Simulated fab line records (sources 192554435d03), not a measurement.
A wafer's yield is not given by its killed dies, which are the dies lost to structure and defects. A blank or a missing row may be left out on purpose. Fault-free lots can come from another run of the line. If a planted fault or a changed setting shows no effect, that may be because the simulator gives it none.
Split-lot study ; flow n5Finfet ; on a route of 1938 steps: 7 lots, 21 wafers read

== ABOUT THE SPLIT ==
At N5_BEOL_M15_EXPOSE_25 (exposes mask M15, target cd 400 nm), the setting doseMj was moved away from the recipe's 35.5 on 5 of the 21 wafers read, by +2.4% to +6.1%. This setting was run at the recipe's value on the other wafers.

== FROM THE SPLIT TO THE READING: what the file shows between them, 3 steps ==
- N5_BEOL_M15_PEB_26: peb time 90 s
- N5_BEOL_M15_DEVELOP_27: develop time 45 s
- N5_BEOL_M15_HARDBAKE_32: time 120 s

== THE READING ==
At N5_BEOL_M15_CD_MEAS_28: cdNm in nanometres, against a target cd of 407.6 nm. Fault-free wafers of this fab line usually give 409.5 nm, standard deviation 1.9 nm.

wafer;tool, chamber at the split;doseMj as run;against the recipe;cdNm, nm;against lot-mates on the recipe
L081.3;krfScanner-01, 0;35.5;recipe;408.7;-
L081.4;krfScanner-01, 0;35.5;recipe;409.6;-
L081.5;krfScanner-01, 0;35.5;recipe;409.6;-
L082.1;krfScanner-02, 0;35.5;recipe;409.7;-
L082.2;krfScanner-02, 0;35.5;recipe;406.1;-
L082.5;krfScanner-02, 0;37.27;+5.0%;416.3;+8.4
L091.2;krfScanner-01, 0;37.66;+6.1%;421.3;+13.6
L091.5;krfScanner-01, 0;35.5;recipe;408.5;-
L091.6;krfScanner-01, 0;35.5;recipe;407.0;-
L087.3;krfScanner-02, 0;35.5;recipe;409.3;-
L087.4;krfScanner-02, 0;35.5;recipe;409.2;-
L087.5;krfScanner-02, 0;36.56;+3.0%;414.0;+4.8
L089.2;krfScanner-01, 0;35.5;recipe;409.9;-
L089.4;krfScanner-01, 0;35.5;recipe;410.4;-
L089.6;krfScanner-01, 0;35.5;recipe;407.9;-
L093.1;krfScanner-02, 0;35.5;recipe;409.0;-
L093.3;krfScanner-02, 0;35.5;recipe;409.7;-
L093.5;krfScanner-02, 0;35.5;recipe;413.8;-
L097.1;krfScanner-01, 0;36.36;+2.4%;413.3;+2.4
L097.5;krfScanner-01, 0;35.5;recipe;410.9;-
L097.6;krfScanner-01, 0;36.36;+2.4%;411.0;+0.1

FIT RESULTS
A straight line over all 21 wafers: cdNm changes by +1.66 nm for each +1% of doseMj; r = +0.88; the points scatter about the line by 1.7 nm.
The same after taking each lot's own level away (the mean of its wafers on the recipe; 21 wafers): +1.81 nm for each +1%; r = +0.89; scatter 1.7 nm.
According to that fit, moving doseMj by its largest amount changes the reading by 11 nm.
The lots' own levels span 407.75 to 410.90 nm, that is 1.7 times the standard deviation above.
The two slopes agree, so the slope changes little with the lot-to-lot level.
Check: +8.39 nm against its lot-mates is what the line predicts for one of the wafers moved furthest among these (+6.1%) when that wafer is left out of the fit. It came out at +13.6 nm against them.

== THE WHOLE CHAIN: every reading that the file lists as answering this split, in the file's order ==
step;what it does;reading;change (the file's fit);r (the file's)
N5_BEOL_M15_CD_MEAS_28;target cd 407.6 nm;cdNm;+1.84 nm for each +1% of the setting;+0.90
N5_BEOL_M15_DESCUM_33;chemistry O2, time 7.9 s;BEOL_M15.cdNm (the simulator's own value, which no gauge read);+1.87 nm for each +1% of the setting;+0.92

== FILE'S OWN FIT ==
cdNm changes by +1.84 nm for each +1% of doseMj, r = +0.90.
